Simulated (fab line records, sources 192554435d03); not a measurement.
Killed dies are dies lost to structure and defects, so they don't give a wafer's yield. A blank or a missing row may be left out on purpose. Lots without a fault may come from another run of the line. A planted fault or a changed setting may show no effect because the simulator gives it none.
fab line records | flow n5_finfet | part 1 of 2: steps 1 to 20 of 27
record lots=5 wafers=15 last_day=18
route steps=1938 shown BEOL_M8@1351
lots that met no fault: from a run of the same line without faults
start_h: hours from the record's first day to the start of the lot's first wafer shown | wait_h: hours since the lot's step before | " the same as in the row above | L1.1+2: a row that stands for several wafers | - no value, or no start given | * or withheld: withheld | < > ~ a bound
route shown NAME@n: a module of which the file shows steps, and the number in the route of the first | usual: mean/standard deviation of fault-free wafers | same: alike in all rows | chamber/n: place in a boat | sites: the reading at each site | _std_site: their standard deviation | _edge_site: outer sites' mean less inner sites' | radius_mm: how far each site lies from the wafer's centre | mask NAME#n: copy n | behind: the tool/chamber that last shaped the wafer | hold: why the lot was held/for how many hours/how that ended | device: the transistor (n, p or np) that didn't switch | end of line: the same wafers' tests at the end of the route | a step without rows: its recipe alone | killed: dies lost to structure and defects at the first sort, not the wafer's yield | map: a wafer's dies, x killed, . not, _ none there
set.NAME: the setting as run; set.NAME@STEP: as run at that earlier step | model.NAME: the simulator's own value behind a step, which no gauge read
lots at some steps of the route; a table a step, a row a wafer
services: from which hour (start_h, from the record's first day; less than 0 if before it) a tool's chamber was out of use, for how many hours, and why
## steps
# step N5_BEOL_M8_STRIP_68
# recipe chemistry=N2/H2 temp_c=40 n2_flow_sccm=200 h2_flow_sccm=200 rf_frequency_hz=6e+07
# columns lot.wafer tool chamber start_h wait_h
L074.2+4+6 rie_diel-03 1,0,0 195.87 0.1
L075.1+3+6 rie_diel-04 3,1,1 206.51 0.1
L078.2+4+6 rie_diel-04 1,3,2 214.37 0.1
L090.2+4+5 rie_diel-03 3,1,3 326.86 0.1
L093.1+4+5 rie_diel-04 3,1,0 354.44 0.1
# step N5_BEOL_M8_STRIP_67
# recipe chemistry=CF4 resist=SiARC power_w=300 bias_power_w=75 pressure_mtorr=50 cf4_flow_sccm=150 rf_frequency_hz=6e+07
# usual bias_power_w=75.02/0.21 drypump_motor_current_A=5.9/0.43 oes_product_au=0.81/0.071 rf_vpp_V=271.3/1.7 showerhead_plenum_p_Torr=1.80/0.065 throttle_valve_pct=13.57/0.28
# columns lot.wafer tool chamber start_h wait_h bias_power_w drypump_motor_current_A oes_product_au rf_hours_counter_h rf_vpp_V showerhead_plenum_p_Torr throttle_valve_pct
L074.2 rie_diel-03 1 195.88 0.0 74.68 5.9 0.83 63 271.6 1.83 13.84
L074.4 " 0 " " 75.04 5.7 0.70 245 269.9 1.71 13.96
L074.6 " 0 " " 74.90 5.7 0.69 - 268.1 1.71 13.97
L075.1 rie_diel-04 3 206.52 0.0 74.80 5.3 0.87 40 272.4 1.75 13.21
L075.3 " 1 " " 75.53 6.3 0.87 49 272.6 1.83 13.56
L075.6 " 1 " " 75.14 6.3 0.88 - 273.0 1.83 13.58
L078.2 rie_diel-04 1 214.38 0.0 74.92 6.2 0.88 53 270.6 1.83 13.57
L078.4 " 3 " " 75.06 5.3 0.86 43 268.6 1.75 13.21
L078.6 " 2 " " 75.05 6.3 0.71 - 268.4 1.71 14.12
L090.2 rie_diel-03 3 326.87 0.0 75.13 5.4 0.79 99 274.7 1.87 13.38
L090.4 " 1 " " 75.32 5.9 0.79 - 271.9 1.82 13.95
L090.5 " 3 " " 75.24 5.4 0.79 - 273.5 1.87 13.34
L093.1 rie_diel-04 3 354.45 0.0 75.23 5.3 0.80 85 269.6 1.74 13.33
L093.4 " 1 " " 75.26 6.3 0.82 - 271.6 1.81 13.70
L093.5 " 0 " " 75.35 6.3 0.85 - 270.6 1.77 13.40
# step N5_BEOL_M8_HM_OPEN_17
# recipe chemistry=Cl2/BCl3 target_depth_a=200 overetch_a=60 target=TiN mask_material=SOC ion_energy_ev=150 pressure_mtorr=10 icp_w=1000 bias_w=126 Cl2_flow_sccm=53.25 bcl3_flow_sccm=21.75 Ar_flow_sccm=25
# usual drypump_motor_current_A=5.8/0.3 he_backside_leak_sccm=3.38/0.21 oes_ar_750_au=0.80/0.084 oes_product_au=0.68/0.071 throttle_valve_pct=22.07/0.21
# columns lot.wafer tool chamber start_h wait_h drypump_motor_current_A he_backside_leak_sccm oes_ar_750_au oes_product_au rf_hours_counter_h throttle_valve_pct
L074.2 rie_metal-03 0 195.95 0.1 6.0 3.44 0.85 0.74 - 22.13
L074.4 " 0 " " 6.0 3.48 0.85 0.74 - 22.14
L074.6 " 0 " " 6.0 3.21 0.84 0.74 - 22.15
L075.1 rie_metal-03 0 206.56 0.0 6.0 3.25 0.84 0.74 19 22.16
L075.3 " 1 " " 6.1 3.59 0.61 0.50 - 22.33
L075.6 " 0 " " 6.0 3.20 0.85 0.72 - 22.16
L078.2 rie_metal-03 0 214.42 0.0 6.0 3.26 0.83 0.72 21 22.16
L078.4 " 0 " " 6.0 3.46 0.83 0.73 - 22.16
L078.6 " 0 " " 6.0 3.73 0.83 0.73 - 22.15
L090.2 rie_metal-02 1 326.91 0.0 5.7 3.06 0.81 0.70 20 22.07
L090.4 " 0 " " 5.9 3.47 0.76 0.63 - 21.72
L090.5 " 1 " " 5.6 3.14 0.81 0.70 - 22.08
L093.1 rie_metal-03 1 354.49 0.0 6.2 3.28 0.93 0.77 9 22.01
L093.4 " 1 " " 6.2 3.53 0.93 0.77 - 22.02
L093.5 " 0 " " 6.0 3.58 0.79 0.69 - 22.18
# step N5_BEOL_M8_STRIP_19
# recipe chemistry=O2 power_w=400 temp_c=40 pressure_mtorr=30 rf_frequency_hz=6e+07 bias_power_w=0 overash_fraction=0.2 o2_flow_sccm=225
# usual drypump_motor_current_A=6.0/0.41 oes_product_au=0.81/0.077 rf_vpp_V=3.7/0.57 showerhead_plenum_p_Torr=2.10/0.082 throttle_valve_pct=16.65/0.24
# same bias_power_w=0 overash_fraction=0.2
# columns lot.wafer tool chamber start_h wait_h drypump_motor_current_A oes_product_au rf_hours_counter_h rf_vpp_V showerhead_plenum_p_Torr throttle_valve_pct
L074.2 rie_diel-02 1 196.12 0.1 6.2 0.91 17 3.1 2.24 16.39
L074.4 " 2 " " 6.0 0.79 - 3.2 2.19 16.61
L074.6 " 0 " " 6.4 0.73 - 4.9 2.00 16.84
L075.1 rie_diel-04 2 206.67 0.1 6.3 0.71 212 3.8 1.99 17.14
L075.3 " 0 " " 6.3 0.93 20 2.8 2.07 16.42
L075.6 " 2 " " 6.3 0.71 - 3.9 1.99 17.16
L078.2 rie_diel-04 1 214.53 0.1 6.3 0.88 53 3.6 2.12 16.60
L078.4 " 2 " " 6.3 0.71 214 3.6 1.99 17.15
L078.6 " 0 " " 6.3 0.91 - 3.3 2.07 16.46
L090.2 rie_diel-04 1 327.02 0.1 6.3 0.83 87 5.2 2.11 16.65
L090.4 " 3 " " 5.3 0.82 75 2.8 2.03 16.40
L090.5 " 0 " " 6.3 0.86 - 3.3 2.06 16.49
L093.1 rie_diel-03 0 354.60 0.1 5.7 0.94 31 3.3 2.23 16.53
L093.4 " 3 " " 5.4 0.77 107 3.4 2.20 16.49
L093.5 " 0 " " 5.7 0.93 - 4.5 2.23 16.56
# step N5_BEOL_M8_CD_MEAS_18
# recipe pitch_nm=80 target_cd_nm=40
# usual cd_nm=40.3/0.63
# columns lot.wafer tool chamber start_h wait_h cd_nm
L074.2 cd_sem-01 - 196.19 0.1 39.4
L074.4 " - " " 39.4
L074.6 " - " " 39.9
L075.1 cd_sem-01 - 206.74 0.0 39.2
L075.3 " - " " 39.8
L075.6 " - " " 40.5
L078.2 cd_sem-03 - 214.60 0.1 40.8
L078.4 " - " " 40.5
L078.6 " - " " 40.2
L090.2 cd_sem-03 - 327.09 0.1 40.2
L090.4 " - " " 41.4
L090.5 " - " " 40.3
L093.1 cd_sem-03 - 354.67 0.0 39.8
L093.4 " - " " 40.1
L093.5 " - " " 39.5
# step N5_BEOL_M8_COAT_63
# recipe resist=SOC temp_c=250 time_s=60 spin_rpm=1500 resist_thk_nm=60
# usual spin_speed_rpm=1500.1/0.97
# columns lot.wafer tool chamber start_h wait_h spin_speed_rpm
L074.2 litho_track-01 0 196.37 0.2 1499.1
L074.4 " 0 " " 1501.1
L074.6 " 0 " " 1500.1
L075.1 litho_track-04 0 206.78 0.0 1500.8
L075.3 " 0 " " 1499.6
L075.6 " 0 " " 1500.5
L078.2 litho_track-04 0 214.64 0.0 1501.2
L078.4 " 0 " " 1499.5
L078.6 " 0 " " 1499.0
L090.2 litho_track-01 0 327.63 0.5 1500.6
L090.4 " 0 " " 1499.7
L090.5 " 0 " " 1501.1
L093.1 litho_track-02 0 355.96 1.3 1500.0
L093.4 " 0 " " 1499.6
L093.5 " 0 " " 1502.2
# step N5_BEOL_M8_COAT_64
# recipe resist=SiARC temp_c=220 time_s=60 spin_rpm=1500 resist_thk_nm=12
# usual spin_speed_rpm=1499.9/1.1
# columns lot.wafer tool chamber start_h wait_h spin_speed_rpm
L074.2 litho_track-01 0 - - 1499.2
L074.4 " 0 " " 1498.5
L074.6 " 0 " " 1499.5
L075.1 litho_track-04 0 - - 1498.8
L075.3 " 0 " " 1500.1
L075.6 " 0 " " 1500.9
L078.2 litho_track-04 0 - - 1500.2
L078.4 " 0 " " 1499.2
L078.6 " 0 " " 1501.3
L090.2 litho_track-01 0 - - 1499.2
L090.4 " 0 " " 1500.8
L090.5 " 0 " " 1499.8
L093.1 litho_track-02 0 - - 1500.2
L093.4 " 0 " " 1500.0
L093.5 " 0 " " 1499.3
# step N5_BEOL_M8_COAT_71
# recipe resist=underlayer temp_c=205 time_s=60 spin_rpm=1500 resist_thk_nm=5
# usual spin_speed_rpm=1500.1/1
# columns lot.wafer tool chamber start_h wait_h spin_speed_rpm
L074.2 litho_track-01 0 - - 1501.0
L074.4 " 0 " " 1498.6
L074.6 " 0 " " 1498.0
L075.1 litho_track-04 0 - - 1501.6
L075.3 " 0 " " 1499.8
L075.6 " 0 " " 1499.5
L078.2 litho_track-04 0 - - 1498.5
L078.4 " 0 " " 1500.1
L078.6 " 0 " " 1500.8
L090.2 litho_track-01 0 - - 1500.5
L090.4 " 0 " " 1500.2
L090.5 " 0 " " 1500.3
L093.1 litho_track-02 0 - - 1503.1
L093.4 " 0 " " 1500.9
L093.5 " 0 " " 1500.1
# step N5_BEOL_M8_COAT_22
# recipe resist=CAR-EUV spin_rpm=1500 resist_thk_nm=30
# usual spin_speed_rpm=1500.0/0.96
# columns lot.wafer tool chamber start_h wait_h spin_speed_rpm
L074.2 litho_track-01 0 - - 1500.6
L074.4 " 0 " " 1500.8
L074.6 " 0 " " 1498.1
L075.1 litho_track-04 0 - - 1501.1
L075.3 " 0 " " 1499.1
L075.6 " 0 " " 1499.3
L078.2 litho_track-04 0 - - 1499.2
L078.4 " 0 " " 1499.8
L078.6 " 0 " " 1499.2
L090.2 litho_track-01 0 - - 1501.7
L090.4 " 0 " " 1500.5
L090.5 " 0 " " 1500.3
L093.1 litho_track-02 0 - - 1499.2
L093.4 " 0 " " 1499.2
L093.5 " 0 " " 1498.3
# step N5_BEOL_M8_EBR_24
# recipe solvent=PGMEA ebr_width_mm=1.5
# columns lot.wafer tool chamber start_h wait_h
L074.2+4+6 litho_track-01 0 - -
L075.1+3+6 litho_track-04 0 - -
L078.2+4+6 litho_track-04 0 - -
L090.2+4+5 litho_track-01 0 - -
L093.1+4+5 litho_track-02 0 - -
# step N5_BEOL_M8_SOFTBAKE_23
# recipe temp_c=110 time_s=60 resist=CAR-EUV
# columns lot.wafer tool chamber start_h wait_h
L074.2+4+6 litho_track-01 0 - -
L075.1+3+6 litho_track-04 0 - -
L078.2+4+6 litho_track-04 0 - -
L090.2+4+5 litho_track-01 0 - -
L093.1+4+5 litho_track-02 0 - -
# step N5_BEOL_M8_EXPOSE_25
# recipe mask_id=V7 na=0.33 source_shape=annular sigma_inner=0.4 sigma_outer=0.8 polarization=unpolarized target_cd_nm=40 dose_mj=42.5
# columns lot.wafer tool chamber start_h wait_h mask
L074.2+4+6 euv_scanner-01 0 196.51 - V7#0
L075.1+3+6 euv_scanner-01 0 206.92 - V7#0
L078.2+4+6 euv_scanner-02 0 214.78 - V7#0
L090.2+4+5 euv_scanner-02 0 327.90 - V7#0
L093.1+4+5 euv_scanner-02 0 356.22 - V7#0
# step N5_BEOL_M8_PEB_26
# recipe peb_temp_c=100 peb_time_s=60 resist=CAR-EUV
# columns lot.wafer tool chamber start_h wait_h
L074.2+4+6 litho_track-01 0 196.57 0.1
L075.1+3+6 litho_track-02 0 206.98 0.1
L078.2+4+6 litho_track-01 0 214.84 0.1
L090.2+4+5 litho_track-01 0 327.96 0.1
L093.1+4+5 litho_track-02 0 356.28 0.1
# step N5_BEOL_M8_DEVELOP_27
# recipe develop_time_s=30 developer=TMAH resist=CAR-EUV rinse_liquid=surfactant_rinse dry=air_spin dev_temp_c=23
# columns lot.wafer tool chamber start_h wait_h
L074.2+4+6 litho_track-01 0 - -
L075.1+3+6 litho_track-02 0 - -
L078.2+4+6 litho_track-01 0 - -
L090.2+4+5 litho_track-01 0 - -
L093.1+4+5 litho_track-02 0 - -
# step N5_BEOL_M8_CD_MEAS_28
# recipe target_cd_nm=40 landing_energy_ev=500 detector=se_inlens
# usual cd_nm=40.08/0.25
# same landing_energy_ev=500
# columns lot.wafer tool chamber start_h wait_h cd_nm
L074.2 cd_sem-03 0 196.64 - 39.90
L074.4 " 0 " " 39.70
L074.6 " 0 " " 39.97
L075.1 cd_sem-02 0 207.05 - 39.71
L075.3 " 0 " " 40.18
L075.6 " 0 " " 40.08
L078.2 cd_sem-02 0 214.91 - 40.01
L078.4 " 0 " " 39.62
L078.6 " 0 " " 40.20
L090.2 cd_sem-01 0 328.03 - 40.22
L090.4 " 0 " " 39.92
L090.5 " 0 " " 39.86
L093.1 cd_sem-03 0 356.35 - 40.03
L093.4 " 0 " " 39.50
L093.5 " 0 " " 39.88
# step N5_BEOL_M8_OVL_MEAS_29
# recipe points_per_wafer=522
# usual V7_OVL=-0.3/0.77
# columns lot.wafer tool chamber start_h wait_h V7_OVL[nm]
L074.2 overlay-02 0 196.68 0.0 0.2
L074.4 " 0 " " -0.5
L074.6 " 0 " " -0.8
L075.1 overlay-01 0 207.08 0.0 -1.6
L075.3 " 0 " " -2.0
L075.6 " 0 " " -0.6
L078.2 overlay-02 0 214.94 0.0 0.0
L078.4 " 0 " " -0.2
L078.6 " 0 " " 0.8
L090.2 overlay-02 0 328.07 0.0 0.8
L090.4 " 0 " " 1.3
L090.5 " 0 " " 1.0
L093.1 overlay-01 0 356.38 0.0 -0.4
L093.4 " 0 " " -0.5
L093.5 " 0 " " -0.4
# step N5_BEOL_M8_INSPECT_30
# recipe mode=adi inspect_instrument=brightfield
# usual raw_defect_count=413/100
# columns lot.wafer tool chamber start_h wait_h raw_defect_count
L074.2 defect_inspect-01 - 196.74 0.1 510
L074.4 " - " " 458
L074.6 " - " " 561
L075.1 defect_inspect-02 - 207.14 0.1 552
L075.3 " - " " 453
L075.6 " - " " 518
L078.2 defect_inspect-01 - 214.99 0.0 401
L078.4 " - " " 482
L078.6 " - " " 362
L090.2 defect_inspect-01 - 328.12 0.0 315
L090.4 " - " " 370
L090.5 " - " " 351
L093.1 defect_inspect-01 - 356.44 0.1 483
L093.4 " - " " 600
L093.5 " - " " 590
# step N5_BEOL_M8_DESCUM_33
# recipe chemistry=O2 time_s=7 source_power_w=50 bias_power_w=20 pressure_mtorr=20 rf_frequency_hz=2.712e+07 temp_c=40 resist=CAR-EUV o2_flow_sccm=225
# usual bias_power_w=20.00/0.058 drypump_motor_current_A=5.9/0.43 oes_product_au=0.81/0.076 rf_vpp_V=243.1/1.5 showerhead_plenum_p_Torr=2.10/0.081 throttle_valve_pct=20.41/0.21
# columns lot.wafer tool chamber start_h wait_h bias_power_w drypump_motor_current_A oes_product_au rf_hours_counter_h rf_vpp_V showerhead_plenum_p_Torr throttle_valve_pct
L074.2 rie_diel-04 0 196.77 0.0 20.05 6.3 0.94 17 241.8 2.07 20.22
L074.4 " 1 " " 20.03 6.3 0.89 46 242.8 2.12 20.34
L074.6 " 1 " " 20.02 6.3 0.89 - 244.5 2.12 20.32
L075.1 rie_diel-04 1 207.17 0.0 19.94 6.3 0.89 50 243.5 2.12 20.36
L075.3 " 2 " " 19.97 6.3 0.71 212 242.2 1.98 20.90
L075.6 " 1 " " 19.92 6.3 0.89 - 243.8 2.12 20.33
L078.2 rie_diel-03 1 215.03 0.0 20.02 5.9 0.84 70 243.5 2.12 20.63
L078.4 " 0 " " 20.08 5.7 0.69 252 242.1 1.97 20.64
L078.6 " 3 " " 19.91 5.4 0.82 - 244.2 2.21 20.16
L090.2 rie_diel-04 3 328.15 0.0 19.89 5.3 0.82 75 242.0 2.03 20.19
L090.4 " 0 " " 20.05 6.3 0.88 54 243.6 2.06 20.29
L090.5 " 1 " " 20.02 6.3 0.83 - 243.6 2.11 20.38
L093.1 rie_diel-03 2 356.48 0.0 20.13 5.1 0.94 6 243.4 2.05 20.13
L093.4 " 3 " " 20.01 5.4 0.77 107 244.1 2.19 20.24
L093.5 " 3 " " 20.09 5.4 0.77 - 246.0 2.19 20.22
# step N5_BEOL_M8_ETCH_72
# recipe chemistry=N2/H2 target=underlayer target_depth_a=65 mask_material=CAR-EUV time_s=5.2 ion_energy_ev=200 pressure_mtorr=30 source_w=840 bias_w=150 n2_flow_sccm=200 h2_flow_sccm=200 ends=cleared
# usual drypump_motor_current_A=5.9/0.43 etch_rf_on_time_s=5.17/0.16 oes_product_au=0.69/0.064 rf_vpp_V=524/3 showerhead_plenum_p_Torr=2.55/0.1 throttle_valve_pct=17.83/0.24
# columns lot.wafer tool chamber start_h wait_h drypump_motor_current_A etch_rf_on_time_s oes_product_au rf_hours_counter_h rf_vpp_V showerhead_plenum_p_Torr throttle_valve_pct
L074.2 rie_diel-04 0 196.81 0.0 6.3 5.00 0.80 17 522 2.48 17.43
L074.4 " 1 " " 6.3 5.05 0.77 46 526 2.59 17.77
L074.6 " 1 " " 6.3 5.03 0.77 - 527 2.59 17.77
L075.1 rie_diel-04 1 207.21 0.0 6.3 5.06 0.75 50 525 2.58 17.76
L075.3 " 2 " " 6.4 5.19 0.60 212 521 2.41 18.25
L075.6 " 1 " " 6.3 5.13 0.74 - 525 2.58 17.77
L078.2 rie_diel-03 1 215.06 0.0 5.9 5.35 0.69 70 527 2.56 17.90
L078.4 " 0 " " 5.7 5.21 0.59 252 519 2.38 18.04
L078.6 " 3 " " 5.4 5.21 0.70 - 528 2.70 17.63
L090.2 rie_diel-04 3 328.19 0.0 5.3 4.96 0.71 75 522 2.46 17.50
L090.4 " 0 " " 6.3 5.05 0.75 54 526 2.47 17.50
L090.5 " 1 " " 6.3 5.08 0.71 - 525 2.57 17.84
L093.1 rie_diel-03 2 356.51 0.0 5.1 5.34 0.78 6 522 2.52 17.80
L093.4 " 3 " " 5.4 5.22 0.67 107 527 2.67 17.69
L093.5 " 3 " " 5.4 5.24 0.67 - 527 2.67 17.69
# step N5_BEOL_M8_ETCH_65
# recipe chemistry=CF4 target=SiARC target_depth_a=156 mask_material=CAR-EUV time_s=26 ion_energy_ev=80 pressure_mtorr=40 source_w=545 bias_w=36 Ar_flow_sccm=100 cf4_flow_sccm=100 ends=cleared
# usual drypump_motor_current_A=5.9/0.43 etch_rf_on_time_s=25.9/0.84 oes_product_au=0.69/0.067 rf_vpp_V=184.3/1.3 showerhead_plenum_p_Torr=2.15/0.078 throttle_valve_pct=15.61/0.27
# columns lot.wafer tool chamber start_h wait_h drypump_motor_current_A etch_rf_on_time_s oes_product_au rf_hours_counter_h rf_vpp_V showerhead_plenum_p_Torr throttle_valve_pct
L074.2 rie_diel-04 0 196.82 0.0 6.3 25.2 0.81 17 183.0 2.11 15.30
L074.4 " 1 " " 6.3 25.1 0.76 46 185.1 2.19 15.63
L074.6 " 1 " " 6.3 24.9 0.77 - 186.4 2.19 15.62
L075.1 rie_diel-04 1 207.22 0.0 6.3 25.2 0.76 50 185.0 2.19 15.64
L075.3 " 2 " " 6.3 25.7 0.61 212 183.1 2.04 16.10
L075.6 " 1 " " 6.3 25.2 0.76 - 184.8 2.19 15.66
L078.2 rie_diel-03 1 215.08 0.0 5.9 26.5 0.70 70 185.0 2.19 15.91
L078.4 " 0 " " 5.6 25.8 0.60 252 182.9 2.03 15.95
L078.6 " 3 " " 5.4 26.4 0.70 - 185.6 2.25 15.30
L090.2 rie_diel-04 3 328.20 0.0 5.3 24.8 0.72 75 182.8 2.08 15.34
L090.4 " 0 " " 6.2 25.7 0.75 54 185.4 2.10 15.40
L090.5 " 1 " " 6.3 25.5 0.72 - 185.6 2.17 15.71
L093.1 rie_diel-03 2 356.53 0.0 5.1 27.0 0.80 6 183.5 2.10 15.27
L093.4 " 3 " " 5.4 26.1 0.67 107 185.6 2.23 15.38
L093.5 " 3 " " 5.4 26.3 0.66 - 186.1 2.23 15.39
